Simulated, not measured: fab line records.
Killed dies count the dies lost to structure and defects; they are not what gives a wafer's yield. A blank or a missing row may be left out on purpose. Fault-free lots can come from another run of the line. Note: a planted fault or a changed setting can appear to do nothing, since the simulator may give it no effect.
fab line records	flow n5_finfet
record: lots: 11	wafers: 31	last_day: 18
route steps=1938 shown BEOL_M8@1365 PASSIVATION@1936
lots that met no fault: from a run of the same line without faults
start_h: the number of hours between the record's first day and the start of the first shown wafer of the lot	wait_h: hours since the lot's step before	" unchanged from the row above	L1.1+2: a row that stands for several wafers	- either no value or no given start	* or withheld: withheld	< > ~ a bound
route shown NAME@n: a module of which the file shows steps, and the number in the route of the first	usual: the fault-free wafers' mean and standard deviation	same: alike in all rows	chamber/n: place in a boat	sites: readings site by site	_std_site: how widely they spread, as a standard deviation	_edge_site: mean of outer sites minus mean of inner sites	radius_mm: for every site, how far away it sits from the centre of the wafer	mask NAME#n: copy n	behind: the most recent tool/chamber to have shaped the wafer	hold: why the lot was held/for how many hours/how that ended	device: whichever transistor did not switch (one of n, p or np)	end of line: the tests these same wafers got at the end of their route	a step given without rows: its recipe and nothing more	killed: dies that structure and defects cost at the first sort, which is not the same as the wafer's yield	map: per-die view of a wafer (x killed, . not killed, _ where there is no die)
set.NAME: the setting that was run; set.NAME@STEP: the one run at that earlier step	model.NAME: the simulator's own value behind a step, which no gauge read
steps of the route over a sample of lots; a table a step, a row a wafer
services: the hour from which a tool's chamber was out of use, counted from the record's first day as start_h (under 0 if before that day), plus the number of hours and why
== steps ==
step: N5_BEOL_M8_CD_MEAS_28
recipe: target_cd_nm: 40	landing_energy_ev: 500	detector: se_inlens
usual: cd_nm: 40.02/0.24
lot.wafer	tool	chamber	start_h	wait_h	cd_nm
L952.1	cd_sem-02	0	208.86	-	40.27
L952.4	"	0	"	"	40.14
L952.6	"	0	"	"	39.85
L954.3	cd_sem-02	0	219.14	-	39.71
L954.5	"	0	"	"	39.81
L954.6	"	0	"	"	39.76
L953.4	cd_sem-03	0	233.57	-	40.25
L953.5	"	0	"	"	39.95
L953.6	"	0	"	"	39.80
L956.2	cd_sem-02	0	253.59	-	40.21
L956.4	"	0	"	"	39.84
L956.5	"	0	"	"	40.25
L959.1	cd_sem-01	0	264.80	-	39.84
L959.3	"	0	"	"	39.81
L959.4	"	0	"	"	40.34
L960.3	cd_sem-03	0	277.49	-	39.95
L960.5	"	0	"	"	40.49
L960.6	"	0	"	"	40.27
L965.4	cd_sem-01	0	291.78	-	40.31
L965.5	"	0	"	"	40.20
L966.1	cd_sem-01	0	308.97	-	40.12
L966.3	"	0	"	"	40.50
L968.3	cd_sem-01	0	317.99	-	39.69
L968.4	"	0	"	"	40.04
L968.6	"	0	"	"	39.93
L969.2	cd_sem-01	0	318.08	-	39.71
L969.3	"	0	"	"	40.11
L969.5	"	0	"	"	39.64
L974.1	cd_sem-03	0	355.34	-	39.86
L974.3	"	0	"	"	40.07
L974.4	"	0	"	"	40.23
step: N5_BEOL_M8_DEGAS_44
recipe: ambient: vacuum	temp_c: 250	time_s: 60
usual: heater_power_w: 331/24
lot.wafer	tool	chamber	start_h	wait_h	heater_power_w
L952.1	pvd_sputter-03	-	210.39	0.6	389
L952.4	"	-	"	"	321
L952.6	"	-	"	"	390
L954.3	pvd_sputter-01	-	220.70	0.6	318
L954.5	"	-	"	"	304
L954.6	"	-	"	"	391
L953.4	pvd_sputter-03	-	235.25	0.2	327
L953.5	"	-	"	"	302
L953.6	"	-	"	"	321
L956.2	pvd_sputter-02	-	255.16	0.6	316
L956.4	"	-	"	"	316
L956.5	"	-	"	"	319
L959.1	pvd_sputter-02	-	267.26	0.6	337
L959.3	"	-	"	"	316
L959.4	"	-	"	"	316
L960.3	pvd_sputter-01	-	278.59	0.2	314
L960.5	"	-	"	"	307
L960.6	"	-	"	"	329
L965.4	pvd_sputter-03	-	293.27	0.5	316
L965.5	"	-	"	"	306
L966.1	pvd_sputter-02	-	310.44	0.5	334
L966.3	"	-	"	"	315
L968.3	pvd_sputter-03	-	319.69	0.8	380
L968.4	"	-	"	"	325
L968.6	"	-	"	"	318
L969.2	pvd_sputter-02	-	319.95	0.6	337
L969.3	"	-	"	"	338
L969.5	"	-	"	"	355
L974.1	pvd_sputter-02	-	356.47	0.3	317
L974.3	"	-	"	"	352
L974.4	"	-	"	"	325
step: N5_BEOL_M8_ALD_77
recipe: material: TaN	target_thk_a: 20	temp_c: 275	ald_precursor_family: PDMAT	ald_co_reactant: NH3	pressure_torr: 3	carrier_flow_sccm: 1500	pulse_time_s: 2	purge_time_s: 3	co_reactant_purge_time_s: 2	co_reactant_pulse_time_s: 3	ald_cycles: 40	precursor_vessel_temp_c: 75	precursor_vessel_pressure_torr: 26.25	precursor_vessel_carrier_sccm: 1000
usual: ald_cycles: 40/0	heater_power_w: 427/34	precursor_vessel_carrier_sccm: 999.7/2.7
lot.wafer	tool	chamber	start_h	wait_h	ald_cycles	heater_power_w	precursor_vessel_carrier_sccm
L952.1	ald_metal-02	0	210.49	0.0	40	364	995.5
L952.4	"	0	"	"	40	372	995.0
L952.6	"	3	"	"	40	431	996.2
L954.3	ald_metal-04	0	220.80	0.0	40	397	1000.7
L954.5	"	1	"	"	40	418	1003.8
L954.6	"	2	"	"	40	458	999.6
L953.4	ald_metal-04	2	235.58	0.3	40	458	1004.5
L953.5	"	0	"	"	40	390	1000.1
L953.6	"	3	"	"	40	403	1000.7
L956.2	ald_metal-01	0	255.36	0.1	40	447	1002.0
L956.4	"	2	"	"	40	450	1000.3
L956.5	"	2	"	"	40	447	995.4
L959.1	ald_metal-01	2	267.38	0.1	40	442	999.8
L959.3	"	1	"	"	40	420	998.8
L959.4	"	3	"	"	40	474	998.2
L960.3	ald_metal-04	1	278.75	0.1	40	429	1001.6
L960.5	"	1	"	"	40	425	999.1
L960.6	"	0	"	"	40	392	1001.5
L965.4	ald_metal-01	3	293.37	0.0	29	482	1005.4
L965.5	"	0	"	"	40	452	1001.8
L966.1	ald_metal-01	1	310.56	0.1	29	435	1002.9
L966.3	"	0	"	"	40	463	998.0
L968.3	ald_metal-04	0	319.82	0.1	40	398	1001.5
L968.4	"	2	"	"	40	472	993.0
L968.6	"	0	"	"	40	399	999.5
L969.2	ald_metal-04	3	320.08	0.1	40	414	1006.2
L969.3	"	1	"	"	40	439	1001.0
L969.5	"	1	"	"	40	428	1004.2
L974.1	ald_metal-04	2	356.64	0.1	40	467	1000.9
L974.3	"	0	"	"	40	400	1000.9
L974.4	"	1	"	"	40	431	1003.4
step: N5_BEOL_M8_CMP_52
recipe: stop_on: SiCOH_lowk	t_overpolish_s: 6.9	down_force_psi: 1	platen_rpm: 50	clearing_platen_down_force_psi: 1.5	clearing_platen_rpm: 50	post_cmp_clean: cu_alkaline	target_thk_nm: 80	clearing_platen_pad_velocity_m_s: 0.99484	pad_velocity_m_s: 0.99484
usual: clearing_platen_down_force_psi: 1.5000/0.0029	clearing_platen_rpm: 49.998/0.025	motor_current_A: 5.8/0.6	platen_rpm: 50.00/0.032	retaining_ring_pressure_frac: 0.999/0.0048	slurry_filter_dp_kPa: 13.51/0.14
lot.wafer	tool	chamber	start_h	wait_h	clearing_platen_down_force_psi	clearing_platen_rpm	motor_current_A	platen_rpm	retaining_ring_pressure_frac	slurry_filter_dp_kPa
L952.1	cmp-04	1	212.48	0.3	1.4962	49.995	5.9	50.01	1.012	13.21
L952.4	"	3	"	"	1.4951	49.948	6.5	50.00	0.996	13.63
L952.6	"	1	"	"	1.5053	49.989	6.2	49.97	1.010	13.58
L954.3	cmp-04	3	222.02	0.2	1.5002	49.988	6.3	50.03	0.992	13.75
L954.5	"	1	"	"	1.4986	49.975	5.9	50.02	1.008	13.40
L954.6	"	2	"	"	1.4991	50.011	5.7	49.98	1.000	13.47
L953.4	cmp-02	3	238.01	0.2	1.4994	50.037	5.8	49.98	1.000	13.24
L953.5	"	2	"	"	1.5012	50.015	5.2	49.97	0.996	13.41
L953.6	"	3	"	"	1.4969	50.033	5.3	49.99	1.005	13.47
L956.2	cmp-01	2	256.96	0.3	1.4975	49.954	5.9	50.01	0.997	13.43
L956.4	"	3	"	"	1.5040	49.993	5.1	49.96	0.996	13.71
L956.5	"	0	"	"	1.4955	49.994	6.3	50.00	0.995	13.33
L959.4	cmp-04	3	268.67	0.1	1.5060	49.976	6.4	49.99	0.994	13.30
L959.3	"	0	"	"	1.5007	49.977	6.5	49.98	0.997	13.79
L959.1	"	1	"	"	1.5020	49.927	5.9	50.01	1.006	13.38
L960.3	cmp-02	0	281.18	0.3	1.5057	50.016	6.3	50.03	0.996	13.54
L960.5	"	2	"	"	1.4979	50.003	5.4	50.01	1.001	13.34
L960.6	"	3	"	"	1.5005	49.995	5.6	50.04	0.996	13.35
L965.4	cmp-02	3	294.52	0.1	1.4930	49.952	5.6	49.95	1.001	13.29
L965.5	"	3	"	"	1.4972	49.954	5.6	50.03	1.007	13.43
L966.1	cmp-01	0	312.64	0.3	1.4965	50.024	6.4	49.97	1.005	13.47
L966.3	"	1	"	"	1.5011	50.041	4.5	49.97	0.992	13.49
L968.4	cmp-01	3	322.29	0.1	1.4960	50.012	4.9	49.99	0.999	13.59
L968.3	"	1	"	"	1.5025	50.007	5.0	50.01	0.997	13.51
L968.6	"	0	"	"	1.5010	50.027	6.5	49.99	1.011	13.60
L969.2	cmp-04	3	323.65	0.4	1.4972	50.013	6.1	50.00	1.006	13.32
L969.3	"	1	"	"	1.5014	50.044	6.0	50.03	1.000	13.61
L969.5	"	3	"	"	1.4982	50.043	6.5	50.00	0.995	13.62
L974.3	cmp-02	1	357.71	0.2	1.5003	49.988	6.6	49.98	0.997	13.40
L974.4	"	3	"	"	1.5039	50.045	5.4	49.93	0.999	13.45
L974.1	"	0	"	"	1.4951	50.037	6.4	50.04	1.002	13.59
step: N5_PASSIVATION_PROBE_49
usual: defect_limited_yield: 91.1/1.4	killed_at_M0_to_M3: 34/9.7	killed_at_M4_up: 13/5.1	killed_at_contacts: 14/6.3	killed_at_front_end: 40/11	killed_at_other: 3.5/2.7	killed_dies: 105/16	killed_open: 70/12	killed_short: 34/7.8	sort_bin_4_leakage: 0.02/0.13	sort_bin_5_function: 5.2/0.88	sort_bin_6_memory: 3.3/0.7	sort_bin_8_speed: 0.1/0.62	sort_n_pass: 1074/17	sort_yield_pct: 91.0/1.5
same: gross_dies: 1180	killed_at_back_side: 0
lot.wafer	tool	chamber	start_h	wait_h	defect_limited_yield[%]	killed_at_M0_to_M3	killed_at_M4_up	killed_at_contacts	killed_at_front_end	killed_at_other	killed_dies	killed_open	killed_short	sort_bin_4_leakage[%]	sort_bin_5_function[%]	sort_bin_6_memory[%]	sort_bin_8_speed[%]	sort_n_pass	sort_yield_pct[%]
L965.4	prober-02	-	368.85	0.2	92.4	21	22	10	37	0	90	55	26	0.34	3.8	3.1	0	1090	92.4
L966.1	prober-02	-	377.88	0.0	88.7	56	18	10	45	4	133	92	38	0.17	5.9	4.7	0	1047	88.7
killed by level:class
L965.4 FIN_SAQP:geometric_particle:open=10 BEOL_M2:geometric_particle:open=10 BEOL_M4:geometric_particle:open=8 MOL_CONTACT_COAG:geometric_particle:open=7 STI_FIN_REVEAL:geometric_particle:open=5 FIN_SAQP:geometric_particle:short=4 BEOL_M0_SAQP:geometric_particle:short=4 M8:area_ald=4
L966.1 BEOL_M3:geometric_particle:open=22 STI_FIN_REVEAL:geometric_particle:open=16 BEOL_M0_SAQP:geometric_particle:short=11 MOL_CONTACT_COAG:geometric_particle:open=8 BEOL_M1:geometric_particle:open=8 BEOL_M0_SAQP:geometric_particle:open=7 BEOL_M4:geometric_particle:open=6 FIN_SAQP:geometric_particle:short=5
== services ==
tool	chamber	start_h	hours	kind
ald_metal-04	1	188.14	11.8	repair
cmp-01	-	191.15	4.0	pm
cmp-01	-	195.15	-	consumable_replace:conditioner
cmp-01	-	195.15	-	consumable_replace:pad
cmp-02	-	201.76	0.5	repair
cmp-04	-	203.16	1.2	repair
ald_metal-02	2	208.62	5.0	repair
cmp-02	-	261.13	7.5	pm
ald_metal-02	-	264.15	0.7	repair
ald_metal-02	1	283.70	4.5	repair
cmp-01	-	283.72	1.5	repair
cmp-02	-	289.66	4.0	pm
cmp-02	-	293.66	-	consumable_replace:conditioner
cmp-02	-	293.66	-	consumable_replace:pad
cmp-02	-	298.05	6.0	pm
ald_metal-01	3	300.01	5.0	repair
cmp-01	-	307.11	0.3	repair
cmp-04	-	319.06	4.5	pm
ald_metal-01	2	332.98	10.1	repair
ald_metal-02	-	337.25	14.0	pm
ald_metal-02	0	337.25	14.0	vent_cycle
ald_metal-02	1	337.25	14.0	vent_cycle
pvd_sputter-01	-	350.73	6.6	repair
ald_metal-02	-	352.46	28.1	pm
== key ==
first_sign: step: N5_BEOL_M8_ALD_77	reading: ald_cycles	direction: down	sigmas: 99+	usual: *	struck: *
effect none on later readings
met_at N5_BEOL_M8_ALD_77
struck_lots L965,L966
struck_wafers L965.4,L966.1
not_acting_at N5_BEOL_M8_CD_MEAS_28,N5_BEOL_M8_DEGAS_44,N5_BEOL_M8_CMP_52
onset_between 267.38 293.37
fault: kind: process_parameter_drift	tool: ald_metal-01	chamber: -	onset_h: 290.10	steps: N5_BEOL_M8_ALD_77	channel: ald_cycles	offset: *	shape: step	end_h: 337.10	scope: struck_wafers_only	acts_in: *	stated: *
